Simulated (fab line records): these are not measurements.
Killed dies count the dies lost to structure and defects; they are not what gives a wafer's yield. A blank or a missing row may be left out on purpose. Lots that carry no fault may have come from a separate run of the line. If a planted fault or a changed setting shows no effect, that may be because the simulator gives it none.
fab line records ; flow nandHarc
record lots=6; wafers=18; lastDay=33
route steps=1302 shown A_DECK1_JOINT@537 A_ONON_D2@545 END@1302
lots untouched by any fault: they come from a run of this same line in which no faults occurred
startH: the number of hours between the record's first day and the start of the first shown wafer of the lot ; waitH: how many hours have passed since the lot's step before this one ; " repeats the value in the row above ; L1.1+2: several wafers, shown together as one row ; - no value present, or no start provided ; * or withheld: withheld ; < > ~ a bound
route shown NAME@n: NAME is a module with steps in the file, n the number in the route of the first one ; usual: mean and standard deviation over wafers with no fault ; same: alike in all rows ; chamber/n: place in a boat ; sites: per-site readings ; _std_site: their standard deviation ; _edge_site: outer sites' mean less inner sites' ; radiusMm: how far each site lies from the wafer's centre ; mask NAME#n: copy n ; behind: the most recent tool/chamber to have shaped the wafer ; hold: why the lot went on hold/how many hours it stayed there/how the hold came to an end ; device: the transistor (n, p or np) that didn't switch ; end of line: the route-end tests of the same wafers ; where a step has no rows: the recipe by itself ; killed: the dies lost at the first sort to structure and to defects; this is not the yield of the wafer ; map: a wafer's dies, x killed, . not, _ none there
set.NAME: the setting the step ran with; set.NAME@STEP: the setting that earlier step ran with ; model.NAME: the simulator's own value behind a step, which no gauge read
certain route steps with their lots: each step a table, each wafer a row
services: a tool's chamber out of use, with start hour (startH, from the record's first day; less than 0 if before it), hours out, and reason
## steps
# step NHARC_A_DECK1_JOINT_ANNEAL_28
# recipe tempC=500; timeS=1800; idleTempC=400; rampUpCPerMin=10; densificationPH2oTorr=640
# step NHARC_A_DECK1_JOINT_ANNEAL_29
# recipe tempC=750; timeS=1800; idleTempC=500; rampUpCPerMin=10; rampDownCPerMin=3
# step NHARC_A_DECK1_JOINT_CMP_02
# recipe material=SiOx
# usual motorCurrentA=12.4/1.3; slurryFlowMlMin=150.0/0.49
lot.wafer;tool;chamber;startH;waitH;motorCurrentA;slurryFlowMlMin
L154.2;cmp-04;2;372.34;0.4;13.0;149.8
L154.4;cmp-04;0;372.34;0.4;10.3;150.3
L154.5;cmp-04;3;372.34;0.4;13.8;149.4
L155.3;cmp-04;3;387.49;0.4;13.5;150.4
L155.6;cmp-04;3;387.49;0.4;13.3;150.3
L155.5;cmp-04;0;387.49;0.4;10.1;149.5
L162.2;cmp-03;2;452.96;0.4;13.1;149.8
L162.1;cmp-03;3;452.96;0.4;10.4;149.0
L162.3;cmp-03;0;452.96;0.4;13.2;150.1
L160.4;cmp-04;3;454.50;0.4;14.7;149.8
L160.1;cmp-04;0;454.50;0.4;10.5;150.0
L160.5;cmp-04;2;454.50;0.4;12.4;149.4
L166.1;cmp-04;3;484.93;0.4;13.8;150.0
L166.5;cmp-04;1;484.93;0.4;12.5;149.7
L166.6;cmp-04;2;484.93;0.4;13.3;150.1
L164.2;cmp-02;0;484.96;0.5;11.0;150.5
L164.6;cmp-02;1;484.96;0.5;13.1;150.3
L164.5;cmp-02;2;484.96;0.5;11.3;150.1
# step NHARC_A_DECK1_JOINT_SRD_15
# step NHARC_A_DECK1_JOINT_DEP_16
# recipe targetThkA=450; tempC=400; pressureTorr=6.5; rfW=900; teosFlowSccm=161.4; flowSccm=2650; targetThkNm=45; gas=O2; material=SiO2
# usual heaterPowerW=547/100; showerheadVppV=1831/76; throttleValvePct=16.1/0.51
lot.wafer;tool;chamber;startH;waitH;heaterPowerW;showerheadVppV;throttleValvePct
L154.2;pecvd-01;1;372.82;0.2;553;1684;15.9
L154.4;pecvd-01;0;372.82;0.2;742;1901;15.7
L154.5;pecvd-01;0;372.82;0.2;769;1899;15.8
L155.3;pecvd-04;2;387.94;0.1;530;1865;16.6
L155.6;pecvd-04;0;387.94;0.1;602;1839;16.9
L155.5;pecvd-04;1;387.94;0.1;612;1906;15.6
L162.2;pecvd-03;1;453.35;0.1;547;1931;15.7
L162.1;pecvd-03;2;453.35;0.1;570;1809;16.2
L162.3;pecvd-03;0;453.35;0.1;340;1803;15.4
L160.1;pecvd-03;0;454.87;0.1;382;1783;15.2
L160.4;pecvd-03;0;454.87;0.1;376;1824;15.3
L160.5;pecvd-03;1;454.87;0.1;505;1934;15.6
L164.2;pecvd-01;0;485.27;0.1;724;1873;15.9
L164.5;pecvd-01;0;485.27;0.1;729;1878;15.9
L164.6;pecvd-01;2;485.27;0.1;462;1703;15.6
L166.1;pecvd-03;2;485.27;0.1;558;1800;16.2
L166.6;pecvd-03;2;485.27;0.1;562;1791;16.5
L166.5;pecvd-03;0;485.27;0.1;415;1829;15.6
# step NHARC_A_DECK1_JOINT_THK_MEAS_17
# recipe thkMeasGauge=ellipsometry
# usual thkNm=44.8/1.1
lot.wafer;tool;chamber;startH;waitH;thkNm
L154.2;filmMetro-01;-;373.14;0.3;43.3
L154.4;filmMetro-01;-;373.14;0.3;46.8
L154.5;filmMetro-01;-;373.14;0.3;45.9
L155.3;filmMetro-01;-;388.17;0.2;42.9
L155.5;filmMetro-01;-;388.17;0.2;44.9
L155.6;filmMetro-01;-;388.17;0.2;43.5
L162.1;filmMetro-02;-;453.63;0.2;46.2
L162.2;filmMetro-02;-;453.63;0.2;45.4
L162.3;filmMetro-02;-;453.63;0.2;43.4
L160.1;filmMetro-02;-;455.12;0.2;45.0
L160.4;filmMetro-02;-;455.12;0.2;45.2
L160.5;filmMetro-02;-;455.12;0.2;44.1
L166.1;filmMetro-01;-;485.55;0.2;44.7
L166.5;filmMetro-01;-;485.55;0.2;43.9
L166.6;filmMetro-01;-;485.55;0.2;44.8
L164.2;filmMetro-02;-;485.56;0.3;45.8
L164.5;filmMetro-02;-;485.56;0.3;45.8
L164.6;filmMetro-02;-;485.56;0.3;46.4
# step NHARC_A_DECK1_JOINT_INSPECT_05
# usual rawDefectCount=321/130
lot.wafer;tool;chamber;startH;waitH;rawDefectCount
L154.2;defectInspect-02;-;373.18;0.0;267
L154.4;defectInspect-02;-;373.18;0.0;244
L154.5;defectInspect-02;-;373.18;0.0;258
L155.3;defectInspect-02;-;388.20;0.0;230
L155.5;defectInspect-02;-;388.20;0.0;183
L155.6;defectInspect-02;-;388.20;0.0;206
L162.1;defectInspect-01;-;453.66;0.0;304
L162.2;defectInspect-01;-;453.66;0.0;237
L162.3;defectInspect-01;-;453.66;0.0;408
L160.1;defectInspect-02;-;455.15;0.0;416
L160.4;defectInspect-02;-;455.15;0.0;310
L160.5;defectInspect-02;-;455.15;0.0;599
L166.1;defectInspect-02;-;485.59;0.0;368
L166.5;defectInspect-02;-;485.59;0.0;254
L166.6;defectInspect-02;-;485.59;0.0;310
L164.2;defectInspect-01;-;485.59;0.0;339
L164.5;defectInspect-01;-;485.59;0.0;319
L164.6;defectInspect-01;-;485.59;0.0;230
# step NHARC_A_ONON_D2_DEP_00
# recipe targetThkA=10000; n2FlowSccm=2750; n2oFlowSccm=2000; nh3FlowSccm=500; sih4FlowSccm=210; tempC=400
# step NHARC_A_ONON_D2_THK_MEAS_02
# recipe thkMeasGauge=ellipsometry
# usual thkNm=1000/8.2
lot.wafer;tool;chamber;startH;waitH;thkNm
L154.2;filmMetro-02;-;373.76;-;993
L154.4;filmMetro-02;-;373.76;-;991
L154.5;filmMetro-02;-;373.76;-;994
L155.3;filmMetro-01;-;389.08;-;1005
L155.5;filmMetro-01;-;389.08;-;1006
L155.6;filmMetro-01;-;389.08;-;1007
L162.1;filmMetro-02;-;454.24;-;999
L162.2;filmMetro-02;-;454.24;-;999
L162.3;filmMetro-02;-;454.24;-;1000
L160.1;filmMetro-02;-;455.73;-;1008
L160.4;filmMetro-02;-;455.73;-;1009
L160.5;filmMetro-02;-;455.73;-;1008
L166.1;filmMetro-02;-;486.16;-;989
L166.5;filmMetro-02;-;486.16;-;987
L166.6;filmMetro-02;-;486.16;-;985
L164.2;filmMetro-01;-;486.17;-;1005
L164.5;filmMetro-01;-;486.17;-;1006
L164.6;filmMetro-01;-;486.17;-;1004
# step NHARC_A_ONON_D2_DEP_03
# recipe targetThkA=10000; n2FlowSccm=2750; n2oFlowSccm=2000; nh3FlowSccm=500; sih4FlowSccm=210; tempC=400
# step NHARC_A_ONON_D2_THK_MEAS_05
# recipe thkMeasGauge=ellipsometry
# usual thkNm=1000/7.3
lot.wafer;tool;chamber;startH;waitH;thkNm
L154.2;filmMetro-01;-;374.33;-;997
L154.4;filmMetro-01;-;374.33;-;998
L154.5;filmMetro-01;-;374.33;-;997
L155.3;filmMetro-02;-;389.65;-;1007
L155.5;filmMetro-02;-;389.65;-;1006
L155.6;filmMetro-02;-;389.65;-;1006
L162.1;filmMetro-01;-;454.81;-;997
L162.2;filmMetro-01;-;454.81;-;994
L162.3;filmMetro-01;-;454.81;-;996
L160.1;filmMetro-02;-;456.29;-;1009
L160.4;filmMetro-02;-;456.29;-;1010
L160.5;filmMetro-02;-;456.29;-;1010
L166.1;filmMetro-02;-;486.73;-;999
L166.5;filmMetro-02;-;486.73;-;998
L166.6;filmMetro-02;-;486.73;-;1000
L164.2;filmMetro-01;-;486.74;-;996
L164.5;filmMetro-01;-;486.74;-;997
L164.6;filmMetro-01;-;486.74;-;996
# step NHARC_A_ONON_D2_DEP_06
# recipe targetThkA=10000; n2FlowSccm=2750; n2oFlowSccm=2000; nh3FlowSccm=500; sih4FlowSccm=210; tempC=400
lot.wafer;tool;chamber;startH;waitH
L154.2+4+5;pecvdOnon-01;0;374.44;0.1
L155.3+5+6;pecvdOnon-01;0;389.82;0.2
L162.1+2+3;pecvdOnon-04;0;454.88;0.1
L160.1+4+5;pecvdOnon-02;0;456.35;0.1
L166.1+5+6;pecvdOnon-01;0;486.79;0.1
L164.2+5+6;pecvdOnon-04;0;486.85;0.1
# step NHARC_A_ONON_D2_THK_MEAS_08
# recipe thkMeasGauge=ellipsometry
# usual thkNm=998/6.8
lot.wafer;tool;chamber;startH;waitH;hold;thkNm
L154.2;filmMetro-01;-;374.89;-;awaitDispo/0.2h/release;284
L154.4;filmMetro-01;-;374.89;-;awaitDispo/0.2h/release;286
L154.5;filmMetro-01;-;374.89;-;awaitDispo/0.2h/release;286
L154.2;filmMetro-01;-;375.06;0.2;-;286
L154.4;filmMetro-01;-;375.06;0.2;-;286
L154.5;filmMetro-01;-;375.06;0.2;-;284
L155.3;filmMetro-02;-;390.22;-;awaitDispo/0.2h/release;278
L155.5;filmMetro-02;-;390.22;-;awaitDispo/0.2h/release;278
L155.6;filmMetro-02;-;390.22;-;awaitDispo/0.2h/release;277
L155.3;filmMetro-02;-;390.39;0.2;-;276
L155.5;filmMetro-02;-;390.39;0.2;-;277
L155.6;filmMetro-02;-;390.39;0.2;-;278
L162.1;filmMetro-02;-;455.40;-;-;997
L162.2;filmMetro-02;-;455.40;-;-;1001
L162.3;filmMetro-02;-;455.40;-;-;1001
L160.1;filmMetro-01;-;456.86;-;-;1000
L160.4;filmMetro-01;-;456.86;-;-;1003
L160.5;filmMetro-01;-;456.86;-;-;1003
L166.1;filmMetro-02;-;487.30;-;-;994
L166.5;filmMetro-02;-;487.30;-;-;993
L166.6;filmMetro-02;-;487.30;-;-;995
L164.2;filmMetro-01;-;487.30;-;-;1008
L164.5;filmMetro-01;-;487.30;-;-;1007
L164.6;filmMetro-01;-;487.30;-;-;1006
# step NHARC_END_SORT_01
# recipe tempC=25
# usual defectLimitedYield=90/3.4; killedAtArray=61/24; killedAtOther=1.2/1.3; killedAtPeriphery=3.7/2.6; killedDies=66/23; killedOpen=3.3/1.8; killedShort=2.4/1.6
# same grossDies=677
lot.wafer;tool;chamber;startH;waitH;defectLimitedYield[%];killedAtArray;killedAtOther;killedAtPeriphery;killedDies;killedOpen;killedShort
L160.1;prober-02;0;749.99;2.5;90;67;0;2;69;2;2
L160.4;prober-02;0;752.45;3.4;89;73;1;2;76;3;4
L160.5;prober-02;0;753.26;3.8;89;70;1;5;76;2;2
L162.1;prober-01;0;769.30;2.5;89;65;2;7;74;5;1
L162.2;prober-01;0;770.11;2.8;89;73;0;1;74;4;0
L162.3;prober-01;0;770.91;3.1;89;74;0;1;75;3;1
L164.2;prober-02;0;773.19;2.8;88;80;0;4;84;4;2
L164.5;prober-02;0;775.58;3.7;87;86;1;3;90;7;4
L164.6;prober-02;0;776.38;4.0;86;93;1;0;94;2;5
L166.1;prober-02;0;780.27;2.6;95;23;5;4;32;6;2
L166.5;prober-02;0;783.45;3.7;93;37;3;5;45;7;3
L166.6;prober-02;0;784.25;4.0;95;21;4;6;31;4;2
# killed by level:class
L160.1 A_CHANNEL_HOLE_D2:chamberFilmFlake=29 A_CHANNEL_HOLE_D1:chamberFilmFlake=26 A_STAIRCASE:chamberFilmFlake=3 P_M2:chamberFilmFlake=2 A_SLIT:chamberFilmFlake=2 A_CONTACT:chamberFilmFlake=2 A_ONON_D2:geometricParticle:open=1 A_STAIRCASE:geometricParticle:short=1
L160.4 A_CHANNEL_HOLE_D1:chamberFilmFlake=34 A_CHANNEL_HOLE_D2:chamberFilmFlake=25 A_CONTACT:chamberFilmFlake=4 A_STAIRCASE:chamberFilmFlake=2 P_GATE:geometricParticle:open=1 A_ONON_D2:geometricParticle:short=1 A_ONON_D2:geometricParticle:open=1 A_CHANNEL_HOLE_D2:geometricParticle:short=1
L160.5 A_CHANNEL_HOLE_D2:chamberFilmFlake=35 A_CHANNEL_HOLE_D1:chamberFilmFlake=27 A_CONTACT:chamberFilmFlake=2 P_M2:chamberFilmFlake=2 P_CONTACT:geometricParticle:short=1 A_DECK1_JOINT:geometricParticle:open=1 A_SGD_CUT:geometricParticle:short=1 A_M1:geometricParticle:open=1
L162.1 A_CHANNEL_HOLE_D1:chamberFilmFlake=29 A_CHANNEL_HOLE_D2:chamberFilmFlake=21 P_GATE:chamberFilmFlake=5 A_SLIT:chamberFilmFlake=4 A_CONTACT:chamberFilmFlake=4 A_STAIRCASE:chamberFilmFlake=2 THIN_TSV:chamberFilmFlake=2 P_GATE:geometricParticle:open=1
L162.2 A_CHANNEL_HOLE_D1:chamberFilmFlake=29 A_CHANNEL_HOLE_D2:chamberFilmFlake=21 A_CONTACT:chamberFilmFlake=11 A_SLIT:chamberFilmFlake=5 A_CHANNEL_FILL_D1:geometricParticle:open=2 A_STAIRCASE:chamberFilmFlake=2 A_CHANNEL_HOLE_D2:geometricParticle:open=1 A_M0:geometricParticle:open=1
L162.3 A_CHANNEL_HOLE_D2:chamberFilmFlake=29 A_CHANNEL_HOLE_D1:chamberFilmFlake=27 A_SLIT:chamberFilmFlake=7 A_CONTACT:chamberFilmFlake=7 A_CHANNEL_FILL_D1:geometricParticle:open=2 P_CONTACT:geometricParticle:open=1 A_M0:geometricParticle:short=1 A_CHANNEL_FILL_D2:chamberFilmFlake=1
L164.2 A_CHANNEL_HOLE_D2:chamberFilmFlake=25 A_CHANNEL_HOLE_D1:chamberFilmFlake=18 A_SLIT:chamberFilmFlake=17 A_CONTACT:chamberFilmFlake=7 A_STAIRCASE:chamberFilmFlake=6 A_CHANNEL_FILL_D2:chamberFilmFlake=3 P_STI:geometricParticle:open=1 P_CONTACT:geometricParticle:open=1
L164.5 A_SLIT:chamberFilmFlake=33 A_CHANNEL_HOLE_D2:chamberFilmFlake=21 A_CHANNEL_HOLE_D1:chamberFilmFlake=12 A_CONTACT:chamberFilmFlake=6 A_STAIRCASE:chamberFilmFlake=5 A_WL_FILL:geometricParticle:open=3 P_M0:geometricParticle:open=1 A_CHANNEL_HOLE_D1:geometricParticle:open=1
L164.6 A_SLIT:chamberFilmFlake=34 A_CHANNEL_HOLE_D2:chamberFilmFlake=27 A_CHANNEL_HOLE_D1:chamberFilmFlake=8 A_STAIRCASE:chamberFilmFlake=8 A_CONTACT:chamberFilmFlake=8 A_ONON_D2:geometricParticle:short=2 A_SOURCE_PLATE:geometricParticle:short=1 A_CHANNEL_FILL_D1:geometricParticle:open=1
L166.1 A_SLIT:chamberFilmFlake=8 A_CONTACT:chamberFilmFlake=8 THIN_TSV:chamberFilmFlake=4 P_GATE:geometricParticle:open=2 P_CONTACT:geometricParticle:open=2 A_CHANNEL_FILL_D1:geometricParticle:open=2 A_CHANNEL_HOLE_D2:chamberFilmFlake=2 A_ONON_D1:geometricParticle:short=1
L166.5 A_CONTACT:chamberFilmFlake=19 A_SLIT:chamberFilmFlake=6 P_GATE:chamberFilmFlake=3 A_ONON_D1:geometricParticle:short=2 A_CHANNEL_FILL_D1:geometricParticle:open=2 A_STAIRCASE:chamberFilmFlake=2 A_WL_FILL:chamberFilmFlake=2 THIN_TSV:chamberFilmFlake=2
L166.6 A_SLIT:chamberFilmFlake=8 A_CONTACT:chamberFilmFlake=6 P_GATE:chamberFilmFlake=4 THIN_TSV:chamberFilmFlake=3 P_CONTACT:geometricParticle:short=1 P_M1:geometricParticle:short=1 A_CHANNEL_FILL_D1:geometricParticle:open=1 A_ONON_D2:geometricParticle:open=1
## services
tool;chamber;startH;hours;kind
cmp-03;-;358.14;4.0;pm
cmp-04;-;358.48;1.4;repair
cmp-02;-;363.56;3.4;repair
pecvd-03;1;364.23;11.0;repair
pecvd-03;-;366.05;13.0;pm
pecvdOnon-02;-;366.14;13.0;pm
cmp-04;-;368.86;1.2;repair
pecvd-04;-;373.59;0.8;repair
cmp-02;-;390.06;0.6;repair
cmp-03;-;399.69;7.1;repair
cmp-04;-;407.45;4.0;pm
cmp-04;-;411.45;-;consumableReplace:conditioner
cmp-04;-;411.45;-;consumableReplace:pad
cmp-03;-;420.04;2.8;repair
cmp-04;-;436.22;2.1;repair
pecvd-01;-;437.87;0.3;repair
cmp-02;-;439.69;4.0;pm
cmp-04;-;447.82;0.7;repair
pecvdOnon-01;-;450.00;13.0;pm
pecvd-04;-;450.01;13.0;pm
cmp-03;-;456.14;4.0;pm
pecvd-04;-;463.58;1.4;repair
cmp-02;-;482.28;1.7;repair
pecvd-03;-;486.06;0.6;repair
## key
firstSign step=NHARC_A_ONON_D2_THK_MEAS_08; reading=visit; direction=added
effect step=NHARC_A_ONON_D2_THK_MEAS_08; reading=thkNm; direction=down; sigmas=99+; usual=998; struck=282
metAt NHARC_A_ONON_D2_DEP_06
struckWafers L154.2,L154.4,L154.5,L155.3,L155.5,L155.6
scrappedBehind NHARC_A_ONON_D2_THK_MEAS_08 L154.2,L154.4,L154.5,L155.3,L155.5,L155.6
fault kind=processParameterDrift; tool=pecvdOnon-01; chamber=-; onsetH=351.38; steps=NHARC_A_ONON_D2_DEP_06; channel=targetThkA; offset=*; shape=step; endH=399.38; actsIn=*; stated=*
